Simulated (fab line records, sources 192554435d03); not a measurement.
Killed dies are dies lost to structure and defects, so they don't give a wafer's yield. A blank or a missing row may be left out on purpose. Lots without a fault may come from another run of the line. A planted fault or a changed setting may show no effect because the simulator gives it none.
A struck lot beside a sound one | flow n5_finfet | 15 steps out of a route of 1938
Sound: wafers L486.1, L486.4, L486.6. Struck: wafers L490.3, L490.4, L490.5. The cause comes at the end.
At each step with rows: each side's tool, then ch and its chambers, then its first start. Under that, the readings that differ: sound wafers | struck wafers | difference of the means | sigmas: that difference in standard deviations of wafers without a fault.
alike: readings whose means differ by less than 2 such deviations, and words and numbers that are the same on both sides. not compared: withheld readings, readings that some wafer has no value for, bounds like >300 that may hide the same value, and numbers for which the record gives no deviation and whose values overlap.
The two part at a step that has a row with sigmas, a row that says differs or no value, or rows on one side only. Numbers that don't overlap but have no deviation are shown without sigmas and don't part them. A reading that every wafer of one side lacks parts them only if that side has two wafers or more.

N5_MOL_CONTACT_COAG_ETCH_15: etches SiNx in CH3F/O2, stops on Si:P, target depth 7 nm.
  sound on rie_diel-01 ch 0,2, day 6 13:33; struck on rie_diel-06 ch 0,2, day 7 22:31
  alike: drypump_motor_current_A, mfc_ar_sccm, oes_product_au, rf_vpp_V, showerhead_plenum_p_Torr, throttle_valve_pct
  not compared: rf_hours_counter_h
then, 2 steps without rows for these wafers: N5_MOL_CONTACT_COAG_ETCH_110 (etches Si in CF4/O2, target depth 2.5 nm, time 8 s); N5_MOL_CONTACT_COAG_STRIP_98 (strips in N2/H2).
N5_MOL_CONTACT_COAG_CD_MEAS_99: target cd 17.2 nm.
  sound on cd_sem-02, day 6 13:44; struck on cd_sem-03, day 7 22:42
  alike: cd_nm
then, 2 steps without rows for these wafers: N5_MOL_CONTACT_COAG_IMPLANT_129; N5_MOL_CONTACT_COAG_PRECLEAN_111 (cleans in NF3:NH3, afs cycles 1, time 20 s, sublimation time 60 s).
N5_MOL_CONTACT_COAG_TI_SIL_19: material Ti, target thk 4.2 nm, time 15 s.
  sound on pvd_sputter-02, day 6 14:23; struck on pvd_sputter-01, day 7 23:13
  alike: chamber_pressure_pa, throttle_valve_pct
then, 1 step without rows for these wafers: N5_MOL_CONTACT_COAG_ALD_20 (deposits TiN, target thk 1.5 nm, pulse time 1 s, purge time 3 s).
N5_MOL_CONTACT_COAG_SIL_ANNEAL_21: time 60 s.
  sound on rtp_anneal-02 ch 0, day 6 15:04; struck on rtp_anneal-02 ch 0, day 7 23:46
  alike: lamp_power_pct, lamp_zone_1_pct, wafer_temp_C_max
then, 1 step without rows for these wafers: N5_MOL_CONTACT_COAG_PRE_CLEAN_141 (time 60 s).
N5_MOL_CONTACT_COAG_SPUTTER_143: material Co, target thk 2.5 nm.
  sound on pvd_sputter-03, day 6 15:20; struck on pvd_sputter-03, day 8 01:56
  alike: chamber_pressure_pa, throttle_valve_pct
then, 1 step without rows for these wafers: N5_MOL_CONTACT_COAG_CO_FILL_22 (material Co, precursor CCTBA/H2, target thk 20 nm).
N5_MOL_CONTACT_COAG_ANNEAL_113: time 300 s.
  sound on rtp_anneal-02 ch 0, day 6 16:04; struck on rtp_anneal-02, day 8 02:59
  no value came back on the struck wafers for anneal_temp_c (C), anneal_temp_c_max, lamp_power_pct (%), wafer_temp_C_max; on the sound wafers anneal_temp_c (C) reads 399.75 399.68 399.49
N5_MOL_CONTACT_COAG_PRE_CLEAN_142: time 60 s.
  sound on pvd_sputter-03, day 6 17:23; struck on pvd_sputter-03, day 8 03:37
  alike: heater_power_w
N5_PASSIVATION_PROBE_49:
  the record has rows for the sound wafers here (prober-01, day 14 03:52) and none for the struck ones

WHERE THEY PART
First at N5_MOL_CONTACT_COAG_ANNEAL_113; last, within this record, at N5_PASSIVATION_PROBE_49.

WHY: what the simulator had put in
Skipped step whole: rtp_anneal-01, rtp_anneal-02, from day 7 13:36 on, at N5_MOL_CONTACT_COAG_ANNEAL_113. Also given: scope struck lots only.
